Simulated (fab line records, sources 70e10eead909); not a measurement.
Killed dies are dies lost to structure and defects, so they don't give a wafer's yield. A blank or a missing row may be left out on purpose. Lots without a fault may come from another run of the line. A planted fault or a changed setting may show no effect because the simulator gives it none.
Problem report in the 8D (eight disciplines) form, filled by code | flow nand_harc | the parts of the form that need people (team, actions taken, sign-off) are left out

1. THE PROBLEM
thk_nm at NHARC_A_ONON_D2_THK_MEAS_27 reads a mean of 946 nm on 6 wafers of 2 lots; wafers without a fault read 997 nm with a standard deviation of 9.4. That is -5.4 standard deviations from the usual mean.
The step: measures by ellipsometry.
First seen on wafer L415.2, day 21 16:43, on film_metro-01. The record holds 42 wafers of 14 lots with a number at this step. Rule for "out", or "out of limits": more than 4 standard deviations from the usual mean. The other wafers with a number count as sound.

2. WHAT IT IS AND WHAT IT IS NOT
question                    | is                     | is not
which readings at this step | thk_nm                 | -
which lots                  | L415, L417             | L397, L400, L401, L402, L403, L404, L406, L407, L408, L412, L413, L418
which wafers of those lots  | all that have a number | -
read on which gauges        | film_metro-01          | film_metro-02
when                        | from day 21 16:43      | up to then (33 sound wafers); but 3 sound wafers of L418 came after

3. SUSPECTS, AND WHAT RULES EACH OUT
Counting: a tool at a process step up to the reading stays a suspect if it ran every lot that is out and no sound lot after the first of them.
- the gauge at NHARC_A_ONON_D2_THK_MEAS_27: kept. All the wafers that are out were read on film_metro-01, and no step on other tools shows them out.
- rie_si-04 at NHARC_A_CHANNEL_FILL_D1_ETCHBACK_19 (etches the open film in HBr/Cl2, target depth 5 nm, time 1.7 s): kept. It ran every lot that is out, first L415 (day 18 15:51), and no sound lot after that; its last sound lot up to then is L404 (day 13 13:52).
- pecvd_onon-03 at NHARC_A_ONON_D2_DEP_25 (target thk 1000 nm): kept. It ran every lot that is out, first L415 (day 21 16:16), and no sound lot after that; its last sound lot up to then is L413 (day 20 14:29).
Left after counting: rie_si-04 at NHARC_A_CHANNEL_FILL_D1_ETCHBACK_19, pecvd_onon-03 at NHARC_A_ONON_D2_DEP_25, film_metro-01 at NHARC_A_ONON_D2_THK_MEAS_27.

4. THE CAUSE (what the simulator had put in)
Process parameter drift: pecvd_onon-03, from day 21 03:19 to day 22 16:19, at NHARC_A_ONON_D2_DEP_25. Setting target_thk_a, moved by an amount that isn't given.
Counting left 3 suspects, and this tool is among them.

5. THE CHAIN OF EFFECTS, in route order
Each row: a reading whose mean over the struck wafers that have a number lies more than 3 standard deviations from the usual. Only readings for which the record gives a usual standard deviation are gone through. hours: the time from each lot's start at the first step in this table that gives one to its start at this step, as a median over the lots. sigmas: the change in usual standard deviations.
hours | step                        | reading | usual  | on struck wafers | change | sigmas
0     | NHARC_A_ONON_D2_THK_MEAS_27 | thk_nm  | 997 nm | 946              | -51    | -5.4

6. WHAT WOULD HAVE CAUGHT IT SOONER
In this record the first reading out of limits at a measuring or inspecting step was taken at day 21 16:43, 13 hours after the fault began at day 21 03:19.
Of the lots that are out (2), L417 began NHARC_A_ONON_D2_DEP_25 on pecvd_onon-03 after day 21 16:43. A hold on the tool at that time would have spared it.
